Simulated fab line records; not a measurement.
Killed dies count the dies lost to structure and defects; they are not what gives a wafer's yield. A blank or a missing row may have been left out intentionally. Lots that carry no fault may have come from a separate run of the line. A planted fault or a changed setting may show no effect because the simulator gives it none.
Chamber matching | flow n5-finfet | N5_BEOL_M0_SAQP_ALD_48 on ald-sin-03 has 4 sister chambers
The step deposits SiO2, target thk 20 nm, pulse time 1 s, co reactant pulse time 1 s. 4 wafers are shown with their chamber, then 7 later ones without.

WAFERS, EACH WITH ITS CHAMBER
wafer  | chamber | heater-power-w (W)
L092.2 | 0       | 73
L092.4 | 3       | 97
L093.1 | 2       | 64
L093.4 | 1       | 74

WAFERS MISSING THEIR CHAMBER
wafer  | heater-power-w (W)
L093.5 | 74
L094.4 | 65
L094.5 | 95
L094.6 | 66
L097.1 | 74
L097.2 | 94
L097.6 | 95

CHAMBER TAKEN BY EACH
wafer  | from the rows above     | in truth
L093.5 | can't be placed: 1 or 0 | 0
L094.4 | 2                       | 2
L094.5 | 3                       | 3
L094.6 | 2                       | 2
L097.1 | can't be placed: 1 or 0 | 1
L097.2 | 3                       | 3
L097.6 | 3                       | 3
Placed correctly: 5 of 7. Can't be placed from these rows: 2 (the true chamber is among the candidates in 2). Wrongly placed: 0.
How it was worked out, from the rows above alone: a wafer's distance from a chamber is the root of the sum, over the readings, of the square of ((its reading less the chamber's mean) divided by the reading's scatter). The wafer belongs to the nearest chamber; if the next one is less than 2 further off, it can't be placed. Each chamber's mean is taken over the wafers shown for it. The scatter: with one shown wafer a chamber, the root of the mean of the squares of how far each hidden wafer lies from its nearest shown one.
